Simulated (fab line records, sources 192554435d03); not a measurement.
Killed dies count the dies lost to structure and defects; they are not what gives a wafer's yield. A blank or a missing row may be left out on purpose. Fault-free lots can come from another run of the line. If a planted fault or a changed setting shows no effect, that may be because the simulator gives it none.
Chamber matching || flow n5_finfet || 4 sister chambers for N5_BEOL_M0_SAQP_ETCH_88 on rie_diel-05
The step etches underlayer in N2/H2, target depth 6.5 nm, time 5.2 s. 8 wafers are shown with their chamber, then 7 later ones without.

WAFERS PAIRED WITH THEIR CHAMBERS
{"wafer": "L083.5", "chamber": 2, "throttle_valve_pct (%)": 18.00, "showerhead_plenum_p_Torr (Torr)": 2.43}
{"wafer": "L085.4", "chamber": 0, "throttle_valve_pct (%)": 18.66, "showerhead_plenum_p_Torr (Torr)": 2.63}
{"wafer": "L085.6", "chamber": 0, "throttle_valve_pct (%)": 18.68, "showerhead_plenum_p_Torr (Torr)": 2.63}
{"wafer": "L088.1", "chamber": 3, "throttle_valve_pct (%)": 17.74, "showerhead_plenum_p_Torr (Torr)": 2.42}
{"wafer": "L088.4", "chamber": 1, "throttle_valve_pct (%)": 18.19, "showerhead_plenum_p_Torr (Torr)": 2.58}
{"wafer": "L088.5", "chamber": 2, "throttle_valve_pct (%)": 18.07, "showerhead_plenum_p_Torr (Torr)": 2.43}
{"wafer": "L091.1", "chamber": 3, "throttle_valve_pct (%)": 17.77, "showerhead_plenum_p_Torr (Torr)": 2.41}
{"wafer": "L091.2", "chamber": 1, "throttle_valve_pct (%)": 18.20, "showerhead_plenum_p_Torr (Torr)": 2.58}

WAFERS WITHOUT THEIR CHAMBER
{"wafer": "L091.4", "throttle_valve_pct (%)": 18.32, "showerhead_plenum_p_Torr (Torr)": 2.63}
{"wafer": "L092.2", "throttle_valve_pct (%)": 17.76, "showerhead_plenum_p_Torr (Torr)": 2.41}
{"wafer": "L092.4", "throttle_valve_pct (%)": 18.29, "showerhead_plenum_p_Torr (Torr)": 2.63}
{"wafer": "L092.5", "throttle_valve_pct (%)": 18.23, "showerhead_plenum_p_Torr (Torr)": 2.58}
{"wafer": "L095.1", "throttle_valve_pct (%)": 18.32, "showerhead_plenum_p_Torr (Torr)": 2.62}
{"wafer": "L095.3", "throttle_valve_pct (%)": 17.77, "showerhead_plenum_p_Torr (Torr)": 2.41}
{"wafer": "L095.6", "throttle_valve_pct (%)": 17.75, "showerhead_plenum_p_Torr (Torr)": 2.41}

THE CHAMBER EACH PASSED THROUGH
{"wafer": "L091.4", "from the rows above": 0, "in truth": 0}
{"wafer": "L092.2", "from the rows above": 3, "in truth": 3}
{"wafer": "L092.4", "from the rows above": "can't be placed: 0 or 1", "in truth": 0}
{"wafer": "L092.5", "from the rows above": 1, "in truth": 1}
{"wafer": "L095.1", "from the rows above": "can't be placed: 1 or 0", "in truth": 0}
{"wafer": "L095.3", "from the rows above": 3, "in truth": 3}
{"wafer": "L095.6", "from the rows above": 3, "in truth": 3}
5 of 7 placed correctly. Unplaceable from these rows: 2, with the true chamber sitting among the candidates in 2. Number placed wrongly: 0.
How it was worked out, from the rows above alone: a wafer's distance from a chamber is the root of the sum, over the readings, of the square of ((its reading less the chamber's mean) divided by the reading's scatter). The wafer belongs to the nearest chamber; if the next one is less than 2 further off, it can't be placed. For every chamber, the mean is computed from those of its wafers that are shown. The scatter: take each reading less its chamber's mean, square it, sum over the shown wafers, divide by the number of wafers less the number of chambers, and take the root.
